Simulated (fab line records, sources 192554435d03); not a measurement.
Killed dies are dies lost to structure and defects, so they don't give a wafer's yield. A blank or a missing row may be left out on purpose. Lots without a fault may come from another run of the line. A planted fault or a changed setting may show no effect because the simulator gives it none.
fab line records | flow n5_finfet
record lots=7 wafers=39
route steps=1938 shown DUMMY_GATE@246 HKMG_FIN@438 MOL_CONTACT_COAG@541
start_h: hours from the record's first day to the start of the lot's first wafer shown | wait_h: hours since the lot's step before | " the same as in the row above | L1.1+2: a row that stands for several wafers | - no value, or no start given | * or withheld: withheld | < > ~ a bound
route shown NAME@n: a module of which the file shows steps, and the number in the route of the first | usual: mean/standard deviation of fault-free wafers | same: alike in all rows | chamber/n: place in a boat | sites: the reading at each site | _std_site: their standard deviation | _edge_site: outer sites' mean less inner sites' | radius_mm: how far each site lies from the wafer's centre | mask NAME#n: copy n | behind: the tool/chamber that last shaped the wafer | hold: why the lot was held/for how many hours/how that ended | device: the transistor (n, p or np) that didn't switch | end of line: the same wafers' tests at the end of the route | a step without rows: its recipe alone | killed: dies lost to structure and defects at the first sort, not the wafer's yield | map: a wafer's dies, x killed, . not, _ none there
set.NAME: the setting as run; set.NAME@STEP: as run at that earlier step | model.NAME: the simulator's own value behind a step, which no gauge read
lots whose settings were changed on purpose; a table a step, a row a wafer
## steps
# step N5_DUMMY_GATE_ETCH_32
# recipe chemistry=CF4 target=SiO2 target_depth_a=35 time_s=3.9 ion_energy_ev=350 pressure_mtorr=10 icp_w=800 bias_w=400 cf4_flow_sccm=80
# columns lot.wafer tool chamber start_h wait_h set.time_s model.etch.depth_nm
L074.1 rie_si-06 1 46.55 0.1 4.663 4.202
L074.2 " 3 " " 4.663 4.186
L074.3 " 2 " " 4.663 4.132
L074.4 " 0 " " 3.9 3.485
L074.5 " 3 " " 3.9 3.477
L074.6 " 0 " " 3.9 3.481
L080.1 rie_si-06 3 83.38 0.1 3.9 3.505
L080.2 " 1 " " 3.9 3.512
L080.3 " 2 " " 4.405 3.954
L080.4 " 0 " " 4.405 3.955
L080.5 " 1 " " 4.405 3.934
L080.6 " 2 " " 3.9 3.515
L081.3 rie_si-06 1 88.51 0.1 3.9 3.53
L081.4 " 0 " " 3.9 3.496
L081.5 " 3 " " 3.9 3.51
L083.1 rie_si-03 0 102.64 0.1 3.9 3.435
L083.2 " 3 " " 3.245 2.771
L083.3 " 1 " " 3.9 3.342
L083.4 " 2 " " 3.245 2.867
L083.5 " 2 " " 3.9 3.455
L083.6 " 3 " " 3.245 2.735
L084.1 rie_si-03 0 106.80 0.1 3.55 3.166
L084.2 " 3 " " 3.55 3.055
L084.3 " 2 " " 3.9 3.501
L084.4 " 1 " " 3.9 3.381
L084.5 " 1 " " 3.55 3.074
L084.6 " 2 " " 3.9 3.518
L091.1 rie_si-03 0 148.72 0.1 4.209 3.813
L091.2 " 3 " " 4.209 3.689
L091.3 " 2 " " 4.209 3.82
L091.4 " 1 " " 3.9 3.487
L091.5 " 2 " " 3.9 3.551
L091.6 " 3 " " 3.9 3.428
L093.1 rie_si-06 1 162.76 0.1 3.9 3.506
L093.2 " 3 " " 3.9 3.502
L093.3 " 2 " " 3.9 3.508
L093.4 " 0 " " 3.9 3.492
L093.5 " 3 " " 3.9 3.49
L093.6 " 0 " " 3.9 3.481
# step N5_HKMG_FIN_ETCH_35
# recipe chemistry=N2/H2 target=SOC target_depth_a=2158 ion_energy_ev=65 bias_w=5 source_w=3000 time_s=243.4 pressure_mtorr=30 n2_flow_sccm=200 h2_flow_sccm=200
# usual rf_vpp_V=141.7/0.78
# columns lot.wafer tool chamber start_h wait_h set.bias_w rf_vpp_V
L074.1 rie_diel-06 3 73.97 0.0 5 141.6
L074.2 " 1 " " 5 141.7
L074.3 " 2 " " 5.674 153.6
L074.4 " 0 " " 5.674 154.8
L074.5 " 3 " " 5 141.0
L074.6 " 2 " " 5.674 154.4
L080.1 rie_diel-02 0 112.83 0.0 4.083 125.6
L080.2 " 1 " " 4.083 123.4
L080.3 " 3 " " 5 142.1
L080.4 " 1 " " 4.083 123.6
L080.5 " 3 " " 5 140.7
L080.6 " 0 " " 5 144.0
L081.3 rie_diel-06 1 119.48 0.0 5 142.1
L081.4 " 3 " " 5 141.3
L081.5 " 3 " " 5 141.6
L083.1 rie_diel-06 3 129.78 0.0 5.507 150.6
L083.2 " 1 " " 5.507 152.0
L083.3 " 0 " " 5 141.1
L083.4 " 2 " " 5 141.7
L083.5 " 0 " " 5 141.6
L083.6 " 1 " " 5.507 149.3
L084.1 rie_diel-05 1 134.08 0.0 4.143 125.8
L084.2 " 3 " " 5 140.7
L084.3 " 0 " " 5 140.5
L084.4 " 2 " " 4.143 124.6
L084.5 " 1 " " 5 142.3
L084.6 " 0 " " 4.143 124.8
L091.1 rie_diel-05 0 176.71 0.0 5.291 147.6
L091.2 " 3 " " 5 141.3
L091.3 " 1 " " 5.291 146.3
L091.4 " 2 " " 5.291 147.4
L091.5 " 1 " " 5 142.4
L091.6 " 0 " " 5 140.6
L093.1 rie_diel-05 0 192.47 0.0 5 142.1
L093.2 " 2 " " 5.525 149.9
L093.3 " 3 " " 5 141.3
L093.4 " 1 " " 5 142.0
L093.5 " 0 " " 5.525 151.7
L093.6 " 1 " " 5.525 151.2
# step N5_MOL_CONTACT_COAG_IMPLANT_129
# recipe species=Ge energy_kev=3 dose_cm2=6e+14 tilt_deg=0 rotation_deg=0
# columns lot.wafer tool chamber start_h wait_h set.energy_kev model.implant.rp_nm model.implant.drp_nm
L074.1+2+3+4+5+6 implanter-01 0 87.57 0.0 3 5.954 2.134
L080.1+2+3 implanter-01 0 125.16 0.0 3.473 6.649 2.337
L080.4+5+6 " 0 " " 3 6.124 2.134
L081.3+4+5 implanter-02 0 131.93 0.1 3 6.221 2.134
L083.1+2+5 implanter-02 0 142.34 0.0 2.521 5.785 1.916
L083.3+4+6 " 0 " " 3 6.369 2.134
L084.1+2+6 implanter-02 0 146.48 0.0 2.735 5.682 2.015
L084.3+4+5 " 0 " " 3 5.982 2.134
L091.1+2+3+4+5+6 implanter-01 0 191.57 0.0 3 6.087 2.134
L093.1+3+6 implanter-02 0 205.35 0.0 3.839 7.343 2.487
L093.2+4+5 " 0 " " 3 6.389 2.134
# step N5_MOL_CONTACT_COAG_ETCH_91
# recipe chemistry=N2/H2 target=SOC target_depth_a=600 overetch_a=210 mask_material=SiARC temp_c=40 time_s=101.2 ion_energy_ev=200 pressure_mtorr=30 source_w=840 bias_w=150 n2_flow_sccm=200 h2_flow_sccm=200
# columns lot.wafer tool chamber start_h wait_h set.target_depth_a model.SiARC_of_MOL_CONTACT_COAG_COAT_76.thk_nm
L074.1+6 rie_diel-02 3 98.69 0.0 600 6
L074.2 " 0 " " 600 5.8
L074.3+4+5 " 1,1,0 " " 653.7 5.6
L080.1+6 rie_diel-06 3,2 137.21 0.0 619.7 5.8
L080.2+4+5 " 2,1,1 " " 600 5.8
L080.3 " 0 " " 619.7 5.6
L081.3+5 rie_diel-02 3 140.81 0.0 600 5.8
L081.4 " 2 " " 600 6
L083.1+3 rie_diel-06 2,0 153.29 0.0 600 5.8
L083.2+6 " 1,0 " " 664.1 5.4
L083.4 " 3 " " 664.1 5.6
L083.5 " 3 " " 600 6
L084.1+3+5 rie_diel-06 1,2,1 156.22 0.0 534.2 6.2
L084.2+6 " 0 " " 600 5.8
L084.4 " 3 " " 600 6
L091.1+4 rie_diel-05 0,1 201.98 0.0 653 5.6
L091.2 " 3 " " 653 5.4
L091.3 " 2 " " 600 6
L091.5+6 " 0,1 " " 600 5.8
L093.1+2+3+4+5+6 rie_diel-06 2,0,1,3,2,3 214.95 0.0 600 5.8
# step N5_MOL_CONTACT_COAG_ETCHBACK_136
# recipe chemistry=CHF3 target=SiO2 target_depth_a=250 time_s=16.7 ion_energy_ev=200 pressure_mtorr=30 source_w=610 bias_w=170 Ar_flow_sccm=200 CHF3_flow_sccm=50
# columns lot.wafer tool chamber start_h wait_h set.target_depth_a
L074.1+2+3+4+5+6 rie_diel-06 2,0,1,3,2,3 100.84 0.0 250
L080.1+4+6 rie_diel-06 2,0,1 138.96 0.0 224.4
L080.2+3+5 " 1,3,2 " " 250
L081.3+4+5 rie_diel-06 3,1,0 142.27 0.0 250
L083.1+2+3+4+5+6 rie_diel-02 1,2,3,3,1,2 154.75 0.0 250
L084.1+4+6 rie_diel-06 2,0,1 157.62 0.0 217.6
L084.2+3+5 " 1,3,0 " " 250
L091.1+3+5 rie_diel-02 0,1,0 203.32 0.0 250
L091.2+4+6 " 2,3,3 " " 229.6
L093.1+2+5 rie_diel-02 0,1,0 216.32 0.0 275.9
L093.3+4+6 " 3,3,1 " " 250
# step N5_MOL_CONTACT_COAG_STRIP_120
# recipe chemistry=CHF3 resist=SiARC rf_frequency_hz=6e+07
# step N5_MOL_CONTACT_COAG_VIA_ETCH_117
# recipe chemistry=C4F6/O2 target_depth_a=400 overetch_a=80 mask_material=SOC target=SiO2 bias_w=455 pressure_mtorr=10 time_s=26 source_w=325 Ar_flow_sccm=300 C4F6_flow_sccm=10 O2_flow_sccm=10 ion_energy_ev=575.3 ends=end_point
# columns lot.wafer tool chamber start_h wait_h set.target_depth_a@MOL_CONTACT_COAG_ETCHBACK_136 model.MOL_CONTACT_COAG.feature_depth_nm model.etch.depth_nm
L074.1 rie_diel-06 2 100.88 0.0 250 40.2 40.21
L074.2 " 0 " " 250 39.8 39.71
L074.3 " 1 " " 250 39.6 39.66
L074.4 " 3 " " 250 40.6 40.58
L074.5 " 2 " " 250 40.2 40.29
L074.6 " 3 " " 250 40.6 40.52
L080.1 rie_diel-06 2 139.00 0.0 224.4 42.8 42.78
L080.2 " 1 " " 250 40 39.97
L080.3 " 3 " " 250 40.6 40.52
L080.4 " 0 " " 224.4 42.4 42.3
L080.5 " 2 " " 250 40.4 40.44
L080.6 " 1 " " 224.4 42.4 42.42
L081.3 rie_diel-06 3 142.30 0.0 250 40.2 40.28
L081.4 " 1 " " 250 39.6 39.69
L081.5 " 0 " " 250 39.8 39.84
L083.1 rie_diel-02 1 154.79 0.0 250 40.6 40.6
L083.2 " 2 " " 250 40 39.92
L083.3 " 3 " " 250 39.6 39.66
L083.4 " 3 " " 250 39.6 39.55
L083.5 " 1 " " 250 40.8 40.75
L083.6 " 2 " " 250 40 39.94
L084.1 rie_diel-06 2 157.65 0.0 217.6 43.4 43.45
L084.2 " 1 " " 250 40 39.98
L084.3 " 3 " " 250 40.6 40.53
L084.4 " 0 " " 217.6 43 43.08
L084.5 " 0 " " 250 39.8 39.78
L084.6 " 1 " " 217.6 43.2 43.1
L091.1 rie_diel-02 0 203.36 0.0 250 40.4 40.42
L091.2 " 2 " " 229.6 42 42.03
L091.3 " 1 " " 250 40.8 40.79
L091.4 " 3 " " 229.6 41.6 41.68
L091.5 " 0 " " 250 40.4 40.47
L091.6 " 3 " " 229.6 41.6 41.61
L093.1 rie_diel-02 0 216.35 0.0 275.9 38.2 38.1
L093.2 " 1 " " 275.9 38.2 38.24
L093.3 " 3 " " 250 39.6 39.66
L093.4 " 3 " " 250 39.4 39.48
L093.5 " 0 " " 275.9 38 37.93
L093.6 " 1 " " 250 40.8 40.85
## key
split step=N5_DUMMY_GATE_ETCH_32 setting=time_s stated=3.9 by=wafer
response step=N5_DUMMY_GATE_ETCH_32 reading=model.etch.depth_nm change=+0.0361 per=1% r=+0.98
split step=N5_HKMG_FIN_ETCH_35 setting=bias_w stated=5 by=wafer
response step=N5_HKMG_FIN_ETCH_35 reading=rf_vpp_V change=+0.947 per=1% r=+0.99
split step=N5_MOL_CONTACT_COAG_IMPLANT_129 setting=energy_kev stated=3 by=wafer
response step=N5_MOL_CONTACT_COAG_IMPLANT_129 reading=model.implant.rp_nm change=+0.0344 per=1% r=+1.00
response step=N5_MOL_CONTACT_COAG_IMPLANT_129 reading=model.implant.drp_nm change=+0.0129 per=1% r=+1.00
split step=N5_MOL_CONTACT_COAG_ETCH_91 setting=target_depth_a stated=600 by=wafer
response step=N5_MOL_CONTACT_COAG_ETCH_91 reading=model.SiARC_of_MOL_CONTACT_COAG_COAT_76.thk_nm change=-0.0349 per=1% r=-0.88
split step=N5_MOL_CONTACT_COAG_ETCHBACK_136 setting=target_depth_a stated=250 by=wafer
response step=N5_MOL_CONTACT_COAG_VIA_ETCH_117 reading=model.MOL_CONTACT_COAG.feature_depth_nm change=-0.203 per=1% r=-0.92
response step=N5_MOL_CONTACT_COAG_VIA_ETCH_117 reading=model.etch.depth_nm change=-0.207 per=1% r=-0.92
